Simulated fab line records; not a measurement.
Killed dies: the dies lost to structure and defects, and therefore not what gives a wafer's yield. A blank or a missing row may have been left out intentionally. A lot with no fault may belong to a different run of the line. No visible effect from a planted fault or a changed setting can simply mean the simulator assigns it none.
8D (eight disciplines) problem report, filled in by code -- flow nand_harc -- the parts of the form that need people (team, actions taken, sign-off) are left out

1. PROBLEM STATEMENT
Wafers with no fault read 86.45 s with a standard deviation of 0.26, whereas run_length_s at NHARC_A_CONTACT_ETCH_88 reads a mean of 72.48 s on 1 wafer of 1 lot. That puts it -54 standard deviations away from the usual mean.
The step: etches the open film in CF4, target depth 39 nm, time 65 s.
Seen first at day 30 05:03 on rie_diel-05, wafer L266.3. Wafers with a number at this step in the record: 36, from 12 lots. Rule for "out" (also "out of limits"): further than 4 standard deviations from the usual mean. The other wafers with a number count as sound.

2. WHAT THIS IS AND IS NOT
question,is,is not
which readings at this step,run_length_s,"drypump_motor_current_A, oes_product_au, rf_vpp_V, showerhead_plenum_p_Torr"
which lots,L266,"L247, L250, L251, L253, L254, L255, L256, L259, L260, L262, L263"
which wafers of those lots,L266.3,"L266.1, L266.6"
read on which tools,rie_diel-05,rie_diel-04
when,from day 30 05:03,up to then (35 sound wafers)

3. SUSPECTS, AND WHAT RULES EACH OUT
Counting: if a tool at a process step up to the reading ran every lot that is out, it stays a suspect. Sound lots after the first of them don't rule it out here, since some wafers of a struck lot are sound.
- rie_diel-05 at NHARC_A_CONTACT_ETCH_106 (etches the open film in CF4/O2, target depth 90 nm, overetch 9 nm, time 49.5 s): kept. The lot that is out, L266, ran on it at day 30 01:38; the last sound lot it ran before that was L262, at day 27 21:28.
- rie_diel-05 at NHARC_A_CONTACT_ETCH_88 (etches the open film in CF4, target depth 39 nm, time 65 s): kept. The lot that is out, L266, ran on it at day 30 05:03; the last sound lot it ran before that was L263, at day 29 04:08. Its own run_length_s readings are out on those wafers.
- Within rie_diel-05 at NHARC_A_CONTACT_ETCH_106: the wafers that are out ran in chamber 3; their sound lot-mates ran in chamber 2.
- Within rie_diel-05 at NHARC_A_CONTACT_ETCH_88: the wafers that are out ran in chamber 2; their sound lot-mates ran in chamber 0.
Left after counting: rie_diel-05 at NHARC_A_CONTACT_ETCH_106, rie_diel-05 at NHARC_A_CONTACT_ETCH_88.

4. THE CAUSE (what the simulator had put in)
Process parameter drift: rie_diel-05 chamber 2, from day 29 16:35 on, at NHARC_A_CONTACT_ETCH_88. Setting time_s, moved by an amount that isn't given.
This tool is one of the 2 suspects left after counting.

5. SEQUENCE OF EFFECTS, ordered by route
Each row: a reading whose mean over the struck wafers that have a number lies more than 3 standard deviations from the usual. Only readings whose record carries a usual standard deviation are examined. hours: median over the lots of the time between each lot's start at the first step of this table that gives one and its start at this step. sigmas: the change, counted in usual standard deviations.
hours,step,reading,usual,on struck wafers,change,sigmas
0,NHARC_A_CONTACT_ETCH_88,run_length_s,86.45 s,72.48,-13.97,-54
Process steps it contains:
- NHARC_A_CONTACT_ETCH_88: etches the open film in CF4, target depth 39 nm, time 65 s.

6. WHAT WOULD HAVE CAUGHT IT SOONER
In this record no reading fell out of limits until day 30 05:03, 12 hours after the fault had begun at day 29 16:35.
